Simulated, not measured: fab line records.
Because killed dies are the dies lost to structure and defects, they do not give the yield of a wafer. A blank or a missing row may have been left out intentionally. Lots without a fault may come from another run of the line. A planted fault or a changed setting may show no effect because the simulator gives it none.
Matching of chambers / flow n5Finfet / N5_DUMMY_REMOVAL_STRIP_10 on rieDiel-06: 4 sister chambers
The step strips in N2/H2, time 40 s. 4 wafers are shown with their chamber, then 9 later ones without.

## EACH WAFER AND ITS CHAMBER
wafer=L090.5; chamber=1; drypumpMotorCurrentA (A)=5.4
wafer=L091.5; chamber=3; drypumpMotorCurrentA (A)=4.7
wafer=L094.4; chamber=0; drypumpMotorCurrentA (A)=6.3
wafer=L094.6; chamber=2; drypumpMotorCurrentA (A)=4.7

## WAFERS MISSING THEIR CHAMBER
wafer=L095.2; drypumpMotorCurrentA (A)=6.2
wafer=L095.5; drypumpMotorCurrentA (A)=5.4
wafer=L095.6; drypumpMotorCurrentA (A)=4.7
wafer=L096.4; drypumpMotorCurrentA (A)=6.2
wafer=L096.5; drypumpMotorCurrentA (A)=5.4
wafer=L096.6; drypumpMotorCurrentA (A)=6.2
wafer=L097.2; drypumpMotorCurrentA (A)=4.8
wafer=L097.4; drypumpMotorCurrentA (A)=5.4
wafer=L097.6; drypumpMotorCurrentA (A)=4.8

## THE CHAMBER EACH PASSED THROUGH
wafer=L095.2; from the rows above=0; in truth=0
wafer=L095.5; from the rows above=1; in truth=1
wafer=L095.6; from the rows above=can't be placed: 2 or 3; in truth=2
wafer=L096.4; from the rows above=0; in truth=0
wafer=L096.5; from the rows above=1; in truth=1
wafer=L096.6; from the rows above=0; in truth=0
wafer=L097.2; from the rows above=can't be placed: 2 or 3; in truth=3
wafer=L097.4; from the rows above=1; in truth=1
wafer=L097.6; from the rows above=can't be placed: 2 or 3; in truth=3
Placed correctly: 6 of 9. Not placeable from these rows: 3 (in 3, the candidates include the true chamber). Wrongly placed: 0.
How it was worked out, from the rows above alone: a wafer's distance from a chamber is the root of the sum, over the readings, of the square of ((its reading less the chamber's mean) divided by the reading's scatter). If the next closest chamber is less than 2 further off than the closest, the wafer can't be placed; otherwise it belongs to the closest. Each chamber's mean is taken over the wafers shown for it. The scatter: root of mean squared gap, hidden wafer to nearest shown wafer, with one shown wafer a chamber.
